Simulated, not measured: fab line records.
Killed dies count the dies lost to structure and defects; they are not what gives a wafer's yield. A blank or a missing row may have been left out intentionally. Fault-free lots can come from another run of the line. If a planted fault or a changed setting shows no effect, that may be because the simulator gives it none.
A struck lot beside a sound one :: flow nand harc :: 22 out of 1302 route steps
Sound: the wafers L522.1, L522.2, L522.4. Wafers L525.2, L525.4, L525.5 were the ones struck. The cause is given at the end.
Each step with rows lists, per side, the tool, then ch with its chambers, then its first start. Under that, the readings that differ: sound wafers :: struck wafers :: difference of the means :: sigmas: that difference in standard deviations of wafers without a fault.
alike: readings whose means differ by less than 2 such deviations, and words and numbers that are the same on both sides. not compared: withheld readings, readings that some wafer has no value for, bounds like >300 that may hide the same value, and numbers for which the record gives no deviation and whose values overlap.
Wherever a step has rows on one side only, a row that says differs or no value, or a row with sigmas, the two part there. Numbers that don't overlap but have no deviation are shown without sigmas and don't part them. Lack of a reading on every wafer of one side parts them only where that side has two or more wafers.

NHARC_A_BLC_CVD_24: deposits W, target thk 150 nm, time 434 s.
  sound: cvd w-01 ch 0,1; struck: cvd w-01 ch 0,1
  alike: chamber pressure Torr, heater power w, mfc h2 sccm, throttle valve pct
NHARC_A_BLC_CMP_25: polishes, t overpolish 30 s, target thk 150 nm.
  sound on cmp-01 ch 0,1,3, day 26 10:11; struck on cmp-03 ch 0,1,3, day 27 17:35
  alike: motor current A, overpolish run s, retaining ring pressure frac, time to endpoint s
then, 1 step without rows for these wafers: NHARC_A_BLC_SRD_27.
NHARC_A_BLC_INSPECT_28:
  sound on defect inspect-01, day 26 10:34; struck on defect inspect-02, day 27 17:58
  alike: raw defect count
then, 7 steps without rows for these wafers: NHARC_A_M0_DEP_00 (deposits SiOC, target thk 150 nm); NHARC_A_M0_DEHYDRATE_01 (time 120 s); NHARC_A_M0_HMDS_02 (time 30 s); NHARC_A_M0_COAT_33 (time 65 s); NHARC_A_M0_COAT_03 (resist thk 90 nm); NHARC_A_M0_SOFTBAKE_04 (time 55 s); NHARC_A_M0_EBR_05.
NHARC_A_M0_EXPOSE_06: exposes mask A M0, target cd 80 nm.
  sound on arfi scanner-03 ch 0, day 26 11:15; struck on arfi scanner-03 ch 0, day 27 18:36
reading: exposure dose mJ cm2
sound: 83.35 83.39 83.34
struck: 80.40 80.35 80.32
difference: -3.00
sigmas: -38
  alike: mask
then, 2 steps without rows for these wafers: NHARC_A_M0_PEB_07 (peb time 65 s); NHARC_A_M0_DEVELOP_08 (develop time 35 s).
NHARC_A_M0_CD_MEAS_09: target cd 80 nm.
  sound on cd sem-01 ch 0, day 26 11:23; struck on cd sem-02 ch 0, day 27 18:44
reading: cd nm (nm)
sound: 79.4 80.8 80.5
struck: 76.8 78.8 77.5
difference: -2.5
sigmas: -3
NHARC_A_M0_OVL_MEAS_10: pitch 160 nm.
  sound on overlay-01, day 26 11:29; struck on overlay-02, day 27 18:49
  alike: overlay x nm, overlay y nm
NHARC_A_M0_INSPECT_11:
  sound on defect inspect-01, day 26 11:31; struck on defect inspect-02, day 27 18:52
  alike: raw defect count
NHARC_A_M0_DESCUM_14: chemistry O2, time 3 s.
  sound on rie diel-13 ch 1,2,3, day 26 11:35; struck on rie diel-08 ch 1,3, day 27 18:56
reading: model.A_M0.cd nm (nm)
sound: 78.49 79.71 80.27
struck: 77.1 78.3 77.72
difference: -1.8
sigmas: 
  alike: chamber pressure mTorr, drypump motor current A, oes product au, rf vpp V, showerhead plenum p Torr, throttle valve pct
  not compared: rf hours counter h
NHARC_A_M0_ETCH_34: etches the open film in N2/H2, target depth 40 nm, overetch 12 nm, time 43.94 s.
  sound on rie diel-13 ch 0,1,2, day 26 11:40; struck on rie diel-08 ch 1,2, day 27 19:01
  alike: chamber pressure mTorr, drypump motor current A, oes product au, rf vpp V, showerhead plenum p Torr, throttle valve pct
  not compared: rf hours counter h
NHARC_A_M0_ETCH_15: etches the open film in C4F8/Ar, target depth 150 nm, overetch 15 nm, time 82.5 s.
  sound: rie diel-13 ch 0,1,2; struck: rie diel-08 ch 1,2,3
reading: oes product au (a.u.)
sound: 0.986 0.963 0.989
struck: 0.915 0.929 0.919
difference: -0.058
sigmas: -2

reading: model.A_M0.cd nm (nm)
sound: 79.94 79.62 80
struck: 77.01 78.86 78.17
difference: -1.84
sigmas: 
  alike: chamber pressure mTorr, rf vpp V
  not compared: rf hours counter h
NHARC_A_M0_CD_MEAS_16:
  sound on cd sem-03, day 26 11:53; struck on cd sem-01, day 27 19:13
  alike: cd nm
NHARC_END_SORT_01:
  sound on prober-01 ch 0, day 28 04:22; struck on prober-02 ch 0, day 29 12:47
  alike: defect limited yield, killed at array, killed at other, killed at periphery, killed dies, killed open, killed short

WHERE THEY PART
At NHARC_A_M0_EXPOSE_06 first; at NHARC_A_M0_ETCH_15 last (within this record only). Later steps at which nothing parts them and some readings are alike: NHARC_A_M0_CD_MEAS_16, NHARC_END_SORT_01.

WHY: the cause the simulator had injected
Drift in process parameters on arfi scanner-03 at NHARC_A_M0_EXPOSE_06, starting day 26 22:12. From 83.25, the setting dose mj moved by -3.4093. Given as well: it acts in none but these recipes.
